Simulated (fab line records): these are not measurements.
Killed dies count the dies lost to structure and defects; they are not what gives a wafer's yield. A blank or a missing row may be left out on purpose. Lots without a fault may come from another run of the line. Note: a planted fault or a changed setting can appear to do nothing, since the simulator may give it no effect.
A struck lot beside a sound one	flow n5 finfet	15 steps out of a route of 1938
Sound: these wafers, L356.2, L356.3, L356.6. Wafers L367.1, L367.3, L367.5 were the ones struck. Last of all comes the cause.
Per side, at each step with rows, come the tool, then ch with its chambers, and then its first start. Under that, the readings that differ: sound wafers	struck wafers	difference of the means	sigmas: that difference in standard deviations of wafers without a fault.
alike: a reading whose means differ by less than 2 such deviations, as well as words and numbers matching on both sides. not compared: withheld readings; readings where some wafer has no value; bounds like >300 that might hide an equal value; numbers whose values overlap and for which the record gives no deviation.
Wherever a step has rows on one side only, a row that says differs or no value, or a row with sigmas, the two part there. Numbers that don't overlap but have no deviation are shown without sigmas and don't part them. A reading that every wafer of one side lacks parts them only if that side has two wafers or more.

first, 5 steps without rows for these wafers: N5_SD_EPI_N_EBR_05; N5_SD_EPI_N_SOFTBAKE_04 (time 60 s); N5_SD_EPI_N_EXPOSE_06 (exposes mask SD N BLK, target cd 120 nm); N5_SD_EPI_N_PEB_07 (peb time 60 s); N5_SD_EPI_N_DEVELOP_08 (develop time 30 s).
N5_SD_EPI_N_CD_MEAS_09 targets a cd of 120 nm.
  sound on cd sem-03 ch 0, day 3 23:53; struck on cd sem-03 ch 0, day 6 20:17
  alike: cd nm
N5_SD_EPI_N_OVL_MEAS_10:
  sound on overlay-01 ch 0, day 3 23:55; struck on overlay-01 ch 0, day 6 20:19
  alike: SD_N_BLK_OVL
N5_SD_EPI_N_INSPECT_11: inspects for defects (macro).
  sound: defect inspect-02 at day 3 23:56; struck: defect inspect-01 at day 6 20:21
  alike: raw defect count
N5_SD_EPI_N_DESCUM_14: chemistry O2, time 7.9 s.
  sound on rie diel-04 ch 2,3, day 3 23:59; struck on rie diel-04 ch 0,1,2, day 6 20:24
  alike: drypump motor current A, oes product au, rf vpp V, showerhead plenum p Torr, throttle valve pct
  not compared: rf hours counter h
N5_SD_EPI_N_ETCH_34: etches SiARC in CF4, target depth 45.5 nm, time 75.8 s.
  sound on rie diel-04 ch 2,3, day 4 00:01; struck on rie diel-04 ch 0,1,2, day 6 20:26
  alike: cf4 flow sccm, drypump motor current A, etch rf on time s, oes product au, rf vpp V, showerhead plenum p Torr, throttle valve pct
  not compared: rf hours counter h
N5_SD_EPI_N_ETCH_35: etches SOC in N2/H2, overetch 108 nm, time 486 s.
  sound on rie diel-04 ch 2,3, day 4 00:04; struck on rie diel-04 ch 0,1,2, day 6 20:29
  alike: drypump motor current A, oes product au, rf vpp V, showerhead plenum p Torr, throttle valve pct
  not compared: rf hours counter h
then, 1 step without rows for these wafers: N5_SD_EPI_N_STRIP_36 (strips in N2/H2).
N5_SD_EPI_N_ETCHBACK_44: etches SiNx in CH3F/O2, stops on SiO2, target depth 14.5 nm.
  sound on rie diel-04 ch 2,3, day 4 00:23; struck on rie diel-04 ch 0,1,2, day 6 20:49
reading	sound	struck	difference	sigmas
over etch frac	0.3 0.3 0.3	0.30818 0.30818 0.30818	+0.00818	
  alike: drypump motor current A, oes product au, rf vpp V, showerhead plenum p Torr, throttle valve pct
  not compared: rf hours counter h
N5_SD_EPI_N_ETCH_45: etches SiOCN in CH3F/O2, target depth 6 nm.
  sound on rie diel-04 ch 2,3, day 4 00:29; struck on rie diel-04 ch 0,1,2, day 6 20:55
  alike: drypump motor current A, oes product au, rf vpp V, showerhead plenum p Torr, throttle valve pct
  not compared: rf hours counter h
-- here the record skips 6 days between the struck wafers' starts before and after, leaving off in module SD_EPI_N and picking up in module BEOL_M4 (first step shown: number 1111 of the route) --
N5_BEOL_M4_RC_MEAS_101:
  sound on prober-01 ch 0, day 9 03:59; struck on prober-02 ch 0, day 12 20:53
  alike: DIBL_N, DIBL_P, IOFF_N, IOFF_P, ION_N, ION_P, SS_N, SS_P, VT_N, VT_P

## WHERE THEY PART
Nowhere in this record.

WHY: whatever the simulator had introduced
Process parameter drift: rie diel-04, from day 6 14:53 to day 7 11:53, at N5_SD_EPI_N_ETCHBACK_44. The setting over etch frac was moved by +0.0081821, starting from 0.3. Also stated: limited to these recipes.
